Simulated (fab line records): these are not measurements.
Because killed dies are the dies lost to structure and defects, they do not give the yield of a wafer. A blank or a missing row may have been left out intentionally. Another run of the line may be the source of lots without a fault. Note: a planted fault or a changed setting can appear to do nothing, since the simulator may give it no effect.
Shared-tool check    flow nandHarc    Sampled: 14 lots, 42 wafers

WHAT PROMPTED THE OPENING
Flagged at NHARC_END_SORT_01: reading killedAtArray, on 2 of 14 lots. Wafers without a fault read 29, standard deviation 11.
Rule: a lot is flagged in two cases, either no wafer of it has a number, or all its wafers with numbers fall more than 4 standard deviations from that mean. As for the other lots, they are considered sound.

lot   measured      on         killedAtArray, wafer by wafer  flag
L994  day 19 15:05  prober-02  15 26 30                       
L992  day 19 15:51  prober-01  21 33 23                       
L995  day 19 22:58  prober-02  26 19 29                       
L993  day 20 00:26  prober-01  41 31 42                       
L996  day 20 17:25  prober-02  7 12 17                        
L997  day 20 18:13  prober-01  23 27 15                       
L998  day 21 02:50  prober-02  29 16 22                       
L102  day 22 03:11  prober-01  108 104 115                    FLAGGED
L103  day 22 08:41  prober-02  106 116 125                    FLAGGED
L108  day 23 19:59  prober-02  29 28 25                       
L110  day 24 10:44  prober-02  11 19 28                       
L112  day 24 18:34  prober-02  24 17 15                       
L114  day 25 02:22  prober-01  51 58 53                       
L115  day 25 09:25  prober-01  23 22 17                       
The mean of the flagged lots' numbers is 112, +83 from the usual (+8 standard deviations).

WHICH TOOL RAN EACH LOT
Before the reading, the record contains 2 process steps out of a 1159-step route. Each cell gives the tool, then ch followed by the chambers the sampled wafers passed through, then the start.
lot   flag     NHARC_A_M0_PVD_21            NHARC_THIN_TSV_STRIP_56
L994           pvdSputter-01, day 17 22:58  plasmaAsher-02 ch 0,1, day 19 08:55
L992           pvdSputter-01, day 17 20:04  plasmaAsher-02 ch 0,1, day 19 07:01
L995           pvdSputter-02, day 17 23:05  plasmaAsher-01 ch 0,1, day 19 07:49
L993           pvdSputter-01, day 17 19:13  plasmaAsher-01 ch 0,1, day 19 07:17
L996           pvdSputter-02, day 19 01:04  plasmaAsher-02 ch 0,1, day 20 07:52
L997           pvdSputter-01, day 19 01:28  plasmaAsher-01 ch 0,1, day 20 10:38
L998           pvdSputter-03, day 19 02:11  plasmaAsher-01 ch 0,1, day 20 09:25
L102  FLAGGED  pvdSputter-01, day 20 12:14  plasmaAsher-02 ch 0,1, day 21 18:07
L103  FLAGGED  pvdSputter-01, day 20 18:18  plasmaAsher-02 ch 1, day 22 00:10
L108           pvdSputter-02, day 22 03:46  plasmaAsher-01 ch 0,1, day 23 11:59
L110           pvdSputter-03, day 22 19:34  plasmaAsher-02 ch 0,1, day 24 02:30
L112           pvdSputter-03, day 22 19:04  plasmaAsher-01 ch 0,1, day 24 05:26
L114           pvdSputter-03, day 23 10:38  plasmaAsher-01 ch 0,1, day 24 18:45
L115           pvdSputter-02, day 23 14:56  plasmaAsher-02 ch 0,1, day 24 20:29
What these steps do:
- NHARC_A_M0_PVD_21: deposits Cu, target thk 30 nm, time 20.49 s.
- NHARC_THIN_TSV_STRIP_56: strips in O2.
- NHARC_END_SORT_01

FLAGGED OVER TOTAL, TOOL BY TOOL (the gauges that took the reading come last)
step                     tool            lots run  flagged  share of the flagged lots  sound lots run after its first flagged lot
NHARC_A_M0_PVD_21        pvdSputter-01   6         2        all                        0
NHARC_A_M0_PVD_21        pvdSputter-02   4         0        none                       -
NHARC_A_M0_PVD_21        pvdSputter-03   4         0        none                       -
NHARC_THIN_TSV_STRIP_56  plasmaAsher-01  7         0        none                       -
NHARC_THIN_TSV_STRIP_56  plasmaAsher-02  7         2        all                        2 (L110,L115)
NHARC_END_SORT_01        prober-01       6         1        some                       2 (L114,L115)
NHARC_END_SORT_01        prober-02       8         1        some                       3 (L108,L110,L112)

WHAT THE TABLE PERMITS
Rows of the table that ran all the flagged lots, 2 in number: pvdSputter-01 at NHARC_A_M0_PVD_21; plasmaAsher-02 at NHARC_THIN_TSV_STRIP_56.
- pvdSputter-01 at NHARC_A_M0_PVD_21: 2 of its 6 lots flagged. Its last sound lot is L997 (day 19 01:28), its first flagged lot L102 (day 20 12:14): a fault that began between those two fits.
- plasmaAsher-02 at NHARC_THIN_TSV_STRIP_56: 2 of its 7 lots flagged. After the first flagged lot (L110, L115), sound lots still ran on it; a lasting fault on the whole tool would not permit that.
One tool is left: pvdSputter-01 at NHARC_A_M0_PVD_21.

WHAT WAS PUT IN BY THE SIMULATOR
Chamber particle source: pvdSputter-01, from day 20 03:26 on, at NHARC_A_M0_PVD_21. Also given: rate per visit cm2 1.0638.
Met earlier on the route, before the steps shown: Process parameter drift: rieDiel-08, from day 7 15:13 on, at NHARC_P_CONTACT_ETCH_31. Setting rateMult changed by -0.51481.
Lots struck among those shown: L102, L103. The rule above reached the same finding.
